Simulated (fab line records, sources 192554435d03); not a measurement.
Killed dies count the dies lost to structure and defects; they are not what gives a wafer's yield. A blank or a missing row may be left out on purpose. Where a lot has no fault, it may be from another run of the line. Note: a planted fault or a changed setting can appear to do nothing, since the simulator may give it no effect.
fab line records || flow n5Finfet || part 2 of 2: steps 22 to 29 of 29
[record] {"lots": 5, "wafers": 15, "lastDay": 19}
route steps=1938 shown BEOL_M3@1019 BEOL_M4@1021
lots with no fault: from the same line, run without faults
startH: hours from the record's opening day to when the first of the lot's shown wafers began || waitH: hours elapsed since this lot's preceding step || " as in the row above || L1.1+2: one row covering several wafers at once || - no value, or no start was given || * or withheld: withheld || < > ~ a bound
route shown NAME@n: names a module that has steps shown in the file, with the first one's number in the route || usual: mean and standard deviation over wafers with no fault || same: alike in all rows || chamber/n: place in a boat || sites: readings site by site || _std_site: their standard deviation || _edge_site: inner sites' mean taken away from outer sites' mean || radiusMm: for every site, how far away it sits from the centre of the wafer || mask NAME#n: copy n || behind: the tool/chamber that last shaped the wafer || hold: why the lot was held/for how many hours/how that ended || device: the n, p or np transistor that did not switch || end of line: at the end of the route, the tests of the same wafers || where a step has no rows: the recipe by itself || killed: at the first sort, the dies lost to defects and structure; wafer yield is something else || map: dies across one wafer; x = killed, . = not, _ = none there
set.NAME: the run value of the setting; set.NAME@STEP: its run value at that earlier step || model.NAME: the simulator's own value behind a step, which no gauge read
a table for each step, a row for each wafer; lots at some steps of the route
services: from which hour (startH, from the record's first day; less than 0 if before it) a tool's chamber was out of use, for how many hours, and why
[[steps]]
[step N5_BEOL_M4_ETCH_64]
[recipe] {"chemistry": "N2/H2", "target": "SOC", "targetDepthA": 750, "overetchA": 225, "maskMaterial": "SiARC", "tempC": 40, "timeS": 121.9, "ionEnergyEv": 200, "pressureMtorr": 30, "sourceW": 840, "biasW": 150, "n2FlowSccm": 200, "h2FlowSccm": 200}
[usual] {"drypumpMotorCurrentA": "5.52/0.22", "h2FlowSccm": "200.1/0.67", "oesProductAu": "0.59/0.048", "rfVppV": "523.5/2.3", "showerheadPlenumPTorr": "2.52/0.078", "throttleValvePct": "17.79/0.2"}
{"lot.wafer": "L074.1", "tool": "rieDiel-06", "chamber": 3, "startH": 185.97, "waitH": 0.0, "drypumpMotorCurrentA": 5.34, "h2FlowSccm": 199.4, "oesProductAu": 0.60, "rfHoursCounterH": 130, "rfVppV": 523.9, "showerheadPlenumPTorr": 2.56, "throttleValvePct": 17.97}
{"lot.wafer": "L074.4", "tool": "rieDiel-06", "chamber": 1, "startH": 185.97, "waitH": 0.0, "drypumpMotorCurrentA": 5.90, "h2FlowSccm": 199.9, "oesProductAu": 0.60, "rfHoursCounterH": 88, "rfVppV": 525.3, "showerheadPlenumPTorr": 2.57, "throttleValvePct": 17.46}
{"lot.wafer": "L074.6", "tool": "rieDiel-06", "chamber": 3, "startH": 185.97, "waitH": 0.0, "drypumpMotorCurrentA": 5.36, "h2FlowSccm": 200.2, "oesProductAu": 0.60, "rfHoursCounterH": "-", "rfVppV": 523.7, "showerheadPlenumPTorr": 2.56, "throttleValvePct": 17.98}
{"lot.wafer": "L080.1", "tool": "rieDiel-03", "chamber": 3, "startH": 214.85, "waitH": 0.0, "drypumpMotorCurrentA": 5.31, "h2FlowSccm": 200.4, "oesProductAu": 0.64, "rfHoursCounterH": 59, "rfVppV": 525.6, "showerheadPlenumPTorr": 2.58, "throttleValvePct": 17.99}
{"lot.wafer": "L080.2", "tool": "rieDiel-03", "chamber": 1, "startH": 214.85, "waitH": 0.0, "drypumpMotorCurrentA": 5.44, "h2FlowSccm": 199.9, "oesProductAu": 0.66, "rfHoursCounterH": 52, "rfVppV": 524.8, "showerheadPlenumPTorr": 2.57, "throttleValvePct": 17.43}
{"lot.wafer": "L080.5", "tool": "rieDiel-03", "chamber": 0, "startH": 214.85, "waitH": 0.0, "drypumpMotorCurrentA": 5.47, "h2FlowSccm": 199.2, "oesProductAu": 0.55, "rfHoursCounterH": "-", "rfVppV": 524.4, "showerheadPlenumPTorr": 2.54, "throttleValvePct": 17.75}
{"lot.wafer": "L082.1", "tool": "rieDiel-06", "chamber": 3, "startH": 217.61, "waitH": 0.0, "drypumpMotorCurrentA": 5.35, "h2FlowSccm": 199.8, "oesProductAu": 0.60, "rfHoursCounterH": 140, "rfVppV": 524.6, "showerheadPlenumPTorr": 2.55, "throttleValvePct": 17.99}
{"lot.wafer": "L082.3", "tool": "rieDiel-06", "chamber": 0, "startH": 217.61, "waitH": 0.0, "drypumpMotorCurrentA": 5.54, "h2FlowSccm": 199.9, "oesProductAu": 0.56, "rfHoursCounterH": 193, "rfVppV": 521.0, "showerheadPlenumPTorr": 2.41, "throttleValvePct": 17.98}
{"lot.wafer": "L082.6", "tool": "rieDiel-06", "chamber": 1, "startH": 217.61, "waitH": 0.0, "drypumpMotorCurrentA": 5.88, "h2FlowSccm": 200.0, "oesProductAu": 0.59, "rfHoursCounterH": "-", "rfVppV": 526.3, "showerheadPlenumPTorr": 2.56, "throttleValvePct": 17.49}
{"lot.wafer": "L091.1", "tool": "rieDiel-06", "chamber": 0, "startH": 316.82, "waitH": 0.0, "drypumpMotorCurrentA": 5.54, "h2FlowSccm": 199.0, "oesProductAu": 0.54, "rfHoursCounterH": 235, "rfVppV": 520.5, "showerheadPlenumPTorr": 2.39, "throttleValvePct": 18.04}
{"lot.wafer": "L091.3", "tool": "rieDiel-06", "chamber": 2, "startH": 316.82, "waitH": 0.0, "drypumpMotorCurrentA": 5.28, "h2FlowSccm": 199.5, "oesProductAu": 0.52, "rfHoursCounterH": 233, "rfVppV": 523.1, "showerheadPlenumPTorr": 2.51, "throttleValvePct": 17.69}
{"lot.wafer": "L091.5", "tool": "rieDiel-06", "chamber": 0, "startH": 316.82, "waitH": 0.0, "drypumpMotorCurrentA": 5.54, "h2FlowSccm": 199.6, "oesProductAu": 0.54, "rfHoursCounterH": "-", "rfVppV": 518.4, "showerheadPlenumPTorr": 2.39, "throttleValvePct": 18.05}
{"lot.wafer": "L095.2", "tool": "rieDiel-06", "chamber": 2, "startH": 317.27, "waitH": 0.0, "drypumpMotorCurrentA": 5.28, "h2FlowSccm": 200.0, "oesProductAu": 0.53, "rfHoursCounterH": 233, "rfVppV": 523.9, "showerheadPlenumPTorr": 2.51, "throttleValvePct": 17.67}
{"lot.wafer": "L095.3", "tool": "rieDiel-06", "chamber": 0, "startH": 317.27, "waitH": 0.0, "drypumpMotorCurrentA": 5.51, "h2FlowSccm": 199.5, "oesProductAu": 0.54, "rfHoursCounterH": 236, "rfVppV": 520.5, "showerheadPlenumPTorr": 2.39, "throttleValvePct": 18.05}
{"lot.wafer": "L095.6", "tool": "rieDiel-06", "chamber": 0, "startH": 317.27, "waitH": 0.0, "drypumpMotorCurrentA": 5.55, "h2FlowSccm": 200.0, "oesProductAu": 0.54, "rfHoursCounterH": "-", "rfVppV": 520.1, "showerheadPlenumPTorr": 2.39, "throttleValvePct": 18.05}
[step N5_BEOL_M4_STRIP_65]
[recipe] {"chemistry": "N2/H2", "tempC": 40, "n2FlowSccm": 200, "h2FlowSccm": 200, "rfFrequencyHz": 6e+07}
{"lot.wafer": "L074.1+4+6", "tool": "rieDiel-06", "chamber": "3,1,3", "startH": 186.08, "waitH": 0.1}
{"lot.wafer": "L080.1+2+5", "tool": "rieDiel-03", "chamber": "3,1,0", "startH": 214.96, "waitH": 0.1}
{"lot.wafer": "L082.1+3+6", "tool": "rieDiel-06", "chamber": "3,0,1", "startH": 217.72, "waitH": 0.1}
{"lot.wafer": "L091.1+3+5", "tool": "rieDiel-06", "chamber": "0,2,0", "startH": 316.93, "waitH": 0.1}
{"lot.wafer": "L095.2+3+6", "tool": "rieDiel-06", "chamber": "2,0,0", "startH": 317.38, "waitH": 0.1}
[step N5_BEOL_M4_STRIP_75]
[recipe] {"chemistry": "N2/H2", "tempC": 40, "n2FlowSccm": 200, "h2FlowSccm": 200, "rfFrequencyHz": 6e+07}
{"lot.wafer": "L074.1+4+6", "tool": "rieDiel-06", "chamber": "3,1,3", "startH": 186.09, "waitH": 0.0}
{"lot.wafer": "L080.1+2+5", "tool": "rieDiel-03", "chamber": "3,1,0", "startH": 214.97, "waitH": 0.0}
{"lot.wafer": "L082.1+3+6", "tool": "rieDiel-06", "chamber": "3,0,1", "startH": 217.73, "waitH": 0.0}
{"lot.wafer": "L091.1+3+5", "tool": "rieDiel-06", "chamber": "0,2,0", "startH": 316.94, "waitH": 0.0}
{"lot.wafer": "L095.2+3+6", "tool": "rieDiel-06", "chamber": "2,0,0", "startH": 317.39, "waitH": 0.0}
[step N5_BEOL_M4_STRIP_66]
[recipe] {"chemistry": "CF4", "resist": "SiARC", "powerW": 300, "biasPowerW": 75, "pressureMtorr": 50, "cf4FlowSccm": 150, "rfFrequencyHz": 6e+07}
[usual] {"drypumpMotorCurrentA": "5.51/0.22", "oesProductAu": "0.76/0.063", "rfVppV": "270.9/1.3", "showerheadPlenumPTorr": "1.78/0.052", "throttleValvePct": "13.59/0.22"}
{"lot.wafer": "L074.1", "tool": "rieDiel-06", "chamber": 3, "startH": 186.10, "waitH": 0.0, "drypumpMotorCurrentA": 5.33, "oesProductAu": 0.79, "rfHoursCounterH": 130, "rfVppV": 271.4, "showerheadPlenumPTorr": 1.80, "throttleValvePct": 13.67}
{"lot.wafer": "L074.4", "tool": "rieDiel-06", "chamber": 1, "startH": 186.10, "waitH": 0.0, "drypumpMotorCurrentA": 5.86, "oesProductAu": 0.79, "rfHoursCounterH": 88, "rfVppV": 272.5, "showerheadPlenumPTorr": 1.82, "throttleValvePct": 13.19}
{"lot.wafer": "L074.6", "tool": "rieDiel-06", "chamber": 3, "startH": 186.10, "waitH": 0.0, "drypumpMotorCurrentA": 5.33, "oesProductAu": 0.78, "rfHoursCounterH": "-", "rfVppV": 270.8, "showerheadPlenumPTorr": 1.80, "throttleValvePct": 13.66}
{"lot.wafer": "L080.1", "tool": "rieDiel-03", "chamber": 3, "startH": 214.98, "waitH": 0.0, "drypumpMotorCurrentA": 5.30, "oesProductAu": 0.84, "rfHoursCounterH": 59, "rfVppV": 270.4, "showerheadPlenumPTorr": 1.82, "throttleValvePct": 13.75}
{"lot.wafer": "L080.2", "tool": "rieDiel-03", "chamber": 1, "startH": 214.98, "waitH": 0.0, "drypumpMotorCurrentA": 5.45, "oesProductAu": 0.86, "rfHoursCounterH": 53, "rfVppV": 272.3, "showerheadPlenumPTorr": 1.82, "throttleValvePct": 13.17}
{"lot.wafer": "L080.5", "tool": "rieDiel-03", "chamber": 0, "startH": 214.98, "waitH": 0.0, "drypumpMotorCurrentA": 5.44, "oesProductAu": 0.72, "rfHoursCounterH": "-", "rfVppV": 270.6, "showerheadPlenumPTorr": 1.79, "throttleValvePct": 13.66}
{"lot.wafer": "L082.1", "tool": "rieDiel-06", "chamber": 3, "startH": 217.74, "waitH": 0.0, "drypumpMotorCurrentA": 5.31, "oesProductAu": 0.78, "rfHoursCounterH": 140, "rfVppV": 271.6, "showerheadPlenumPTorr": 1.80, "throttleValvePct": 13.68}
{"lot.wafer": "L082.3", "tool": "rieDiel-06", "chamber": 0, "startH": 217.74, "waitH": 0.0, "drypumpMotorCurrentA": 5.54, "oesProductAu": 0.73, "rfHoursCounterH": 193, "rfVppV": 269.1, "showerheadPlenumPTorr": 1.71, "throttleValvePct": 13.78}
{"lot.wafer": "L082.6", "tool": "rieDiel-06", "chamber": 1, "startH": 217.74, "waitH": 0.0, "drypumpMotorCurrentA": 5.87, "oesProductAu": 0.77, "rfHoursCounterH": "-", "rfVppV": 272.4, "showerheadPlenumPTorr": 1.82, "throttleValvePct": 13.21}
{"lot.wafer": "L091.1", "tool": "rieDiel-06", "chamber": 0, "startH": 316.95, "waitH": 0.0, "drypumpMotorCurrentA": 5.53, "oesProductAu": 0.69, "rfHoursCounterH": 235, "rfVppV": 268.1, "showerheadPlenumPTorr": 1.70, "throttleValvePct": 13.89}
{"lot.wafer": "L091.3", "tool": "rieDiel-06", "chamber": 2, "startH": 316.95, "waitH": 0.0, "drypumpMotorCurrentA": 5.29, "oesProductAu": 0.69, "rfHoursCounterH": 233, "rfVppV": 271.1, "showerheadPlenumPTorr": 1.77, "throttleValvePct": 13.54}
{"lot.wafer": "L091.5", "tool": "rieDiel-06", "chamber": 0, "startH": 316.95, "waitH": 0.0, "drypumpMotorCurrentA": 5.53, "oesProductAu": 0.70, "rfHoursCounterH": "-", "rfVppV": 270.3, "showerheadPlenumPTorr": 1.70, "throttleValvePct": 13.88}
{"lot.wafer": "L095.2", "tool": "rieDiel-06", "chamber": 2, "startH": 317.40, "waitH": 0.0, "drypumpMotorCurrentA": 5.28, "oesProductAu": 0.69, "rfHoursCounterH": 233, "rfVppV": 269.8, "showerheadPlenumPTorr": 1.77, "throttleValvePct": 13.55}
{"lot.wafer": "L095.3", "tool": "rieDiel-06", "chamber": 0, "startH": 317.40, "waitH": 0.0, "drypumpMotorCurrentA": 5.53, "oesProductAu": 0.70, "rfHoursCounterH": 236, "rfVppV": 270.1, "showerheadPlenumPTorr": 1.70, "throttleValvePct": 13.88}
{"lot.wafer": "L095.6", "tool": "rieDiel-06", "chamber": 0, "startH": 317.40, "waitH": 0.0, "drypumpMotorCurrentA": 5.51, "oesProductAu": 0.70, "rfHoursCounterH": "-", "rfVppV": 269.6, "showerheadPlenumPTorr": 1.70, "throttleValvePct": 13.90}
[step N5_BEOL_M4_HM_OPEN_17]
[recipe] {"chemistry": "Cl2/BCl3", "targetDepthA": 200, "overetchA": 60, "target": "TiN", "maskMaterial": "SOC", "ionEnergyEv": 150, "pressureMtorr": 10, "icpW": 1000, "biasW": 126, "Cl2_flow_sccm": 53.25, "bcl3FlowSccm": 21.75, "Ar_flow_sccm": 25}
[usual] {"drypumpMotorCurrentA": "5.5/0.47", "oesProductAu": "0.65/0.078", "throttleValvePct": "22.05/0.13"}
{"lot.wafer": "L074.1", "tool": "rieMetal-02", "chamber": 0, "startH": 186.14, "waitH": 0.0, "drypumpMotorCurrentA": 6.1, "oesProductAu": 0.71, "rfHoursCounterH": 23, "throttleValvePct": 22.08}
{"lot.wafer": "L074.4", "tool": "rieMetal-02", "chamber": 0, "startH": 186.14, "waitH": 0.0, "drypumpMotorCurrentA": 6.1, "oesProductAu": 0.71, "rfHoursCounterH": "-", "throttleValvePct": 22.10}
{"lot.wafer": "L074.6", "tool": "rieMetal-02", "chamber": 1, "startH": 186.14, "waitH": 0.0, "drypumpMotorCurrentA": 5.0, "oesProductAu": 0.56, "rfHoursCounterH": "-", "throttleValvePct": 21.90}
{"lot.wafer": "L080.1", "tool": "rieMetal-02", "chamber": 0, "startH": 215.03, "waitH": 0.0, "drypumpMotorCurrentA": 6.1, "oesProductAu": 0.72, "rfHoursCounterH": 26, "throttleValvePct": 22.06}
{"lot.wafer": "L080.2", "tool": "rieMetal-02", "chamber": 1, "startH": 215.03, "waitH": 0.0, "drypumpMotorCurrentA": 5.0, "oesProductAu": 0.56, "rfHoursCounterH": 103, "throttleValvePct": 21.88}
{"lot.wafer": "L080.5", "tool": "rieMetal-02", "chamber": 0, "startH": 215.03, "waitH": 0.0, "drypumpMotorCurrentA": 6.1, "oesProductAu": 0.73, "rfHoursCounterH": "-", "throttleValvePct": 22.07}
{"lot.wafer": "L082.1", "tool": "rieMetal-02", "chamber": 0, "startH": 217.78, "waitH": 0.0, "drypumpMotorCurrentA": 6.1, "oesProductAu": 0.71, "rfHoursCounterH": 26, "throttleValvePct": 22.10}
{"lot.wafer": "L082.3", "tool": "rieMetal-02", "chamber": 1, "startH": 217.78, "waitH": 0.0, "drypumpMotorCurrentA": 5.0, "oesProductAu": 0.56, "rfHoursCounterH": "-", "throttleValvePct": 21.89}
{"lot.wafer": "L082.6", "tool": "rieMetal-02", "chamber": 1, "startH": 217.78, "waitH": 0.0, "drypumpMotorCurrentA": 5.0, "oesProductAu": 0.56, "rfHoursCounterH": "-", "throttleValvePct": 21.89}
{"lot.wafer": "L091.1", "tool": "rieMetal-02", "chamber": 0, "startH": 316.99, "waitH": 0.0, "drypumpMotorCurrentA": 6.0, "oesProductAu": 0.69, "rfHoursCounterH": 33, "throttleValvePct": 22.12}
{"lot.wafer": "L091.3", "tool": "rieMetal-02", "chamber": 1, "startH": 316.99, "waitH": 0.0, "drypumpMotorCurrentA": 5.0, "oesProductAu": 0.56, "rfHoursCounterH": "-", "throttleValvePct": 21.92}
{"lot.wafer": "L091.5", "tool": "rieMetal-02", "chamber": 0, "startH": 316.99, "waitH": 0.0, "drypumpMotorCurrentA": 6.1, "oesProductAu": 0.69, "rfHoursCounterH": "-", "throttleValvePct": 22.11}
{"lot.wafer": "L095.2", "tool": "rieMetal-02", "chamber": 1, "startH": 317.44, "waitH": 0.0, "drypumpMotorCurrentA": 5.0, "oesProductAu": 0.55, "rfHoursCounterH": 110, "throttleValvePct": 21.91}
{"lot.wafer": "L095.3", "tool": "rieMetal-02", "chamber": 0, "startH": 317.44, "waitH": 0.0, "drypumpMotorCurrentA": 6.0, "oesProductAu": 0.69, "rfHoursCounterH": "-", "throttleValvePct": 22.11}
{"lot.wafer": "L095.6", "tool": "rieMetal-02", "chamber": 1, "startH": 317.44, "waitH": 0.0, "drypumpMotorCurrentA": 5.0, "oesProductAu": 0.54, "rfHoursCounterH": "-", "throttleValvePct": 21.92}
[step N5_BEOL_M4_STRIP_19]
[recipe] {"chemistry": "O2", "powerW": 400, "tempC": 40, "pressureMtorr": 30, "rfFrequencyHz": 6e+07, "biasPowerW": 0, "overashFraction": 0.2, "o2FlowSccm": 225}
[usual] {"drypumpMotorCurrentA": "5.53/0.24", "oesProductAu": "0.78/0.076", "rfVppV": "3.6/0.52", "showerheadPlenumPTorr": "2.10/0.065", "throttleValvePct": "16.66/0.23"}
{"lot.wafer": "L074.1", "tool": "rieDiel-03", "chamber": 2, "startH": 186.25, "waitH": 0.1, "drypumpMotorCurrentA": 5.61, "oesProductAu": 0.75, "rfHoursCounterH": 149, "rfVppV": 3.9, "showerheadPlenumPTorr": 1.92, "throttleValvePct": 16.67}
{"lot.wafer": "L074.4", "tool": "rieDiel-03", "chamber": 3, "startH": 186.25, "waitH": 0.1, "drypumpMotorCurrentA": 5.30, "oesProductAu": 0.86, "rfHoursCounterH": 50, "rfVppV": 4.9, "showerheadPlenumPTorr": 2.13, "throttleValvePct": 16.87}
{"lot.wafer": "L074.6", "tool": "rieDiel-03", "chamber": 3, "startH": 186.25, "waitH": 0.1, "drypumpMotorCurrentA": 5.30, "oesProductAu": 0.87, "rfHoursCounterH": "-", "rfVppV": 4.0, "showerheadPlenumPTorr": 2.13, "throttleValvePct": 16.86}
{"lot.wafer": "L080.1", "tool": "rieDiel-05", "chamber": 1, "startH": 215.14, "waitH": 0.1, "drypumpMotorCurrentA": 5.54, "oesProductAu": 0.95, "rfHoursCounterH": 11, "rfVppV": 3.9, "showerheadPlenumPTorr": 2.15, "throttleValvePct": 16.54}
{"lot.wafer": "L080.2", "tool": "rieDiel-05", "chamber": 0, "startH": 215.14, "waitH": 0.1, "drypumpMotorCurrentA": 5.12, "oesProductAu": 0.73, "rfHoursCounterH": 181, "rfVppV": 2.8, "showerheadPlenumPTorr": 2.17, "throttleValvePct": 17.01}
{"lot.wafer": "L080.5", "tool": "rieDiel-05", "chamber": 3, "startH": 215.14, "waitH": 0.1, "drypumpMotorCurrentA": 5.58, "oesProductAu": 0.88, "rfHoursCounterH": "-", "rfVppV": 4.3, "showerheadPlenumPTorr": 2.14, "throttleValvePct": 16.54}
{"lot.wafer": "L082.1", "tool": "rieDiel-05", "chamber": 0, "startH": 217.90, "waitH": 0.1, "drypumpMotorCurrentA": 5.10, "oesProductAu": 0.73, "rfHoursCounterH": 182, "rfVppV": 4.1, "showerheadPlenumPTorr": 2.17, "throttleValvePct": 17.03}
{"lot.wafer": "L082.3", "tool": "rieDiel-05", "chamber": 3, "startH": 217.90, "waitH": 0.1, "drypumpMotorCurrentA": 5.59, "oesProductAu": 0.88, "rfHoursCounterH": 47, "rfVppV": 2.9, "showerheadPlenumPTorr": 2.14, "throttleValvePct": 16.54}
{"lot.wafer": "L082.6", "tool": "rieDiel-05", "chamber": 3, "startH": 217.90, "waitH": 0.1, "drypumpMotorCurrentA": 5.59, "oesProductAu": 0.87, "rfHoursCounterH": "-", "rfVppV": 4.5, "showerheadPlenumPTorr": 2.14, "throttleValvePct": 16.52}
{"lot.wafer": "L091.1", "tool": "rieDiel-05", "chamber": 1, "startH": 317.14, "waitH": 0.1, "drypumpMotorCurrentA": 5.54, "oesProductAu": 0.87, "rfHoursCounterH": 45, "rfVppV": 3.1, "showerheadPlenumPTorr": 2.14, "throttleValvePct": 16.61}
{"lot.wafer": "L091.3", "tool": "rieDiel-05", "chamber": 2, "startH": 317.14, "waitH": 0.1, "drypumpMotorCurrentA": 5.92, "oesProductAu": 0.68, "rfHoursCounterH": 247, "rfVppV": 2.8, "showerheadPlenumPTorr": 2.07, "throttleValvePct": 16.68}
{"lot.wafer": "L091.5", "tool": "rieDiel-05", "chamber": 1, "startH": 317.14, "waitH": 0.1, "drypumpMotorCurrentA": 5.56, "oesProductAu": 0.87, "rfHoursCounterH": "-", "rfVppV": 3.7, "showerheadPlenumPTorr": 2.14, "throttleValvePct": 16.62}
{"lot.wafer": "L095.2", "tool": "rieDiel-03", "chamber": 1, "startH": 317.69, "waitH": 0.2, "drypumpMotorCurrentA": 5.45, "oesProductAu": 0.83, "rfHoursCounterH": 84, "rfVppV": 3.4, "showerheadPlenumPTorr": 2.11, "throttleValvePct": 16.30}
{"lot.wafer": "L095.3", "tool": "rieDiel-03", "chamber": 2, "startH": 317.69, "waitH": 0.2, "drypumpMotorCurrentA": 5.58, "oesProductAu": 0.71, "rfHoursCounterH": 192, "rfVppV": 3.4, "showerheadPlenumPTorr": 1.90, "throttleValvePct": 16.74}
{"lot.wafer": "L095.6", "tool": "rieDiel-03", "chamber": 2, "startH": 317.69, "waitH": 0.2, "drypumpMotorCurrentA": 5.59, "oesProductAu": 0.72, "rfHoursCounterH": "-", "rfVppV": 3.7, "showerheadPlenumPTorr": 1.90, "throttleValvePct": 16.74}
[step N5_BEOL_M4_CD_MEAS_18]
[recipe] {"pitchNm": 36, "targetCdNm": 18}
[usual] {"cdNm": "17.9/0.3"}
{"lot.wafer": "L074.1", "tool": "cdSem-03", "chamber": "-", "startH": 186.32, "waitH": 0.0, "cdNm": 18.2}
{"lot.wafer": "L074.4", "tool": "cdSem-03", "chamber": "-", "startH": 186.32, "waitH": 0.0, "cdNm": 17.6}
{"lot.wafer": "L074.6", "tool": "cdSem-03", "chamber": "-", "startH": 186.32, "waitH": 0.0, "cdNm": 18.3}
{"lot.wafer": "L080.1", "tool": "cdSem-03", "chamber": "-", "startH": 215.21, "waitH": 0.0, "cdNm": 18.0}
{"lot.wafer": "L080.2", "tool": "cdSem-03", "chamber": "-", "startH": 215.21, "waitH": 0.0, "cdNm": 17.7}
{"lot.wafer": "L080.5", "tool": "cdSem-03", "chamber": "-", "startH": 215.21, "waitH": 0.0, "cdNm": 18.0}
{"lot.wafer": "L082.1", "tool": "cdSem-03", "chamber": "-", "startH": 217.97, "waitH": 0.0, "cdNm": 17.5}
{"lot.wafer": "L082.3", "tool": "cdSem-03", "chamber": "-", "startH": 217.97, "waitH": 0.0, "cdNm": 17.9}
{"lot.wafer": "L082.6", "tool": "cdSem-03", "chamber": "-", "startH": 217.97, "waitH": 0.0, "cdNm": 17.9}
{"lot.wafer": "L091.1", "tool": "cdSem-03", "chamber": "-", "startH": 317.21, "waitH": 0.0, "cdNm": 17.7}
{"lot.wafer": "L091.3", "tool": "cdSem-03", "chamber": "-", "startH": 317.21, "waitH": 0.0, "cdNm": 17.1}
{"lot.wafer": "L091.5", "tool": "cdSem-03", "chamber": "-", "startH": 317.21, "waitH": 0.0, "cdNm": 17.6}
{"lot.wafer": "L095.2", "tool": "cdSem-03", "chamber": "-", "startH": 317.76, "waitH": 0.1, "cdNm": 18.3}
{"lot.wafer": "L095.3", "tool": "cdSem-03", "chamber": "-", "startH": 317.76, "waitH": 0.1, "cdNm": 17.9}
{"lot.wafer": "L095.6", "tool": "cdSem-03", "chamber": "-", "startH": 317.76, "waitH": 0.1, "cdNm": 17.4}
[step N5_BEOL_M4_COAT_67]
[recipe] {"resist": "SOC", "tempC": 250, "timeS": 60, "spinRpm": 1500, "resistThkNm": 60}
[usual] {"heaterPowerTotalW": "500.3/1.9"}
{"lot.wafer": "L074.1", "tool": "lithoTrack-03", "chamber": 0, "startH": 186.36, "waitH": 0.0, "heaterPowerTotalW": 502.3}
{"lot.wafer": "L074.4", "tool": "lithoTrack-03", "chamber": 0, "startH": 186.36, "waitH": 0.0, "heaterPowerTotalW": 501.7}
{"lot.wafer": "L074.6", "tool": "lithoTrack-03", "chamber": 0, "startH": 186.36, "waitH": 0.0, "heaterPowerTotalW": 503.0}
{"lot.wafer": "L080.1", "tool": "lithoTrack-02", "chamber": 0, "startH": 215.25, "waitH": 0.0, "heaterPowerTotalW": 498.5}
{"lot.wafer": "L080.2", "tool": "lithoTrack-02", "chamber": 0, "startH": 215.25, "waitH": 0.0, "heaterPowerTotalW": 499.4}
{"lot.wafer": "L080.5", "tool": "lithoTrack-02", "chamber": 0, "startH": 215.25, "waitH": 0.0, "heaterPowerTotalW": 502.7}
{"lot.wafer": "L082.1", "tool": "lithoTrack-02", "chamber": 0, "startH": 218.00, "waitH": 0.0, "heaterPowerTotalW": 499.4}
{"lot.wafer": "L082.3", "tool": "lithoTrack-02", "chamber": 0, "startH": 218.00, "waitH": 0.0, "heaterPowerTotalW": 497.3}
{"lot.wafer": "L082.6", "tool": "lithoTrack-02", "chamber": 0, "startH": 218.00, "waitH": 0.0, "heaterPowerTotalW": 500.1}
{"lot.wafer": "L091.1", "tool": "lithoTrack-03", "chamber": 0, "startH": 317.25, "waitH": 0.0, "heaterPowerTotalW": 498.4}
{"lot.wafer": "L091.3", "tool": "lithoTrack-03", "chamber": 0, "startH": 317.25, "waitH": 0.0, "heaterPowerTotalW": 498.2}
{"lot.wafer": "L091.5", "tool": "lithoTrack-03", "chamber": 0, "startH": 317.25, "waitH": 0.0, "heaterPowerTotalW": 499.1}
{"lot.wafer": "L095.2", "tool": "lithoTrack-01", "chamber": 0, "startH": 317.80, "waitH": 0.0, "heaterPowerTotalW": 500.0}
{"lot.wafer": "L095.3", "tool": "lithoTrack-01", "chamber": 0, "startH": 317.80, "waitH": 0.0, "heaterPowerTotalW": 497.5}
{"lot.wafer": "L095.6", "tool": "lithoTrack-01", "chamber": 0, "startH": 317.80, "waitH": 0.0, "heaterPowerTotalW": 502.1}
[[services]]
{"tool": "euvScanner-01", "chamber": "-", "startH": 172.80, "hours": 4.6, "kind": "pm"}
{"tool": "euvScanner-01", "chamber": "-", "startH": 178.13, "hours": 0.7, "kind": "repair"}
{"tool": "pecvd-03", "chamber": "-", "startH": 178.18, "hours": 2.7, "kind": "repair"}
{"tool": "euvScanner-02", "chamber": "-", "startH": 181.03, "hours": 1.0, "kind": "pm"}
{"tool": "euvScanner-01", "chamber": "-", "startH": 191.24, "hours": 1.0, "kind": "pm"}
{"tool": "rieDiel-05", "chamber": 2, "startH": 191.71, "hours": 1.3, "kind": "repair"}
{"tool": "euvScanner-02", "chamber": "-", "startH": 194.64, "hours": 4.7, "kind": "repair"}
{"tool": "euvScanner-02", "chamber": "-", "startH": 219.84, "hours": 4.6, "kind": "pm"}
{"tool": "rieMetal-02", "chamber": "-", "startH": 251.55, "hours": 0.3, "kind": "repair"}
{"tool": "pecvd-02", "chamber": 2, "startH": 255.76, "hours": 6.7, "kind": "repair"}
{"tool": "euvScanner-01", "chamber": "-", "startH": 261.42, "hours": 1.0, "kind": "pm"}
{"tool": "pecvd-03", "chamber": 1, "startH": 271.19, "hours": 2.1, "kind": "repair"}
{"tool": "pecvd-03", "chamber": 0, "startH": 276.97, "hours": 8.1, "kind": "repair"}
{"tool": "rieDiel-06", "chamber": 2, "startH": 285.04, "hours": 20.5, "kind": "repair"}
{"tool": "pecvd-04", "chamber": "-", "startH": 289.99, "hours": 14.6, "kind": "pm"}
{"tool": "rieDiel-03", "chamber": 1, "startH": 290.99, "hours": 9.8, "kind": "repair"}
{"tool": "rieDiel-05", "chamber": 0, "startH": 297.70, "hours": 19.9, "kind": "repair"}
{"tool": "euvScanner-01", "chamber": "-", "startH": 298.73, "hours": 5.8, "kind": "pm"}
{"tool": "rieDiel-06", "chamber": 0, "startH": 300.01, "hours": 1.3, "kind": "repair"}
{"tool": "rieDiel-06", "chamber": 3, "startH": 303.75, "hours": 16.3, "kind": "repair"}
{"tool": "euvScanner-01", "chamber": "-", "startH": 305.22, "hours": 1.0, "kind": "pm"}
{"tool": "pecvd-04", "chamber": "-", "startH": 309.82, "hours": 0.5, "kind": "repair"}
{"tool": "rieDiel-06", "chamber": 2, "startH": 311.68, "hours": 4.3, "kind": "repair"}
{"tool": "rieDiel-06", "chamber": "-", "startH": 315.30, "hours": 0.9, "kind": "repair"}
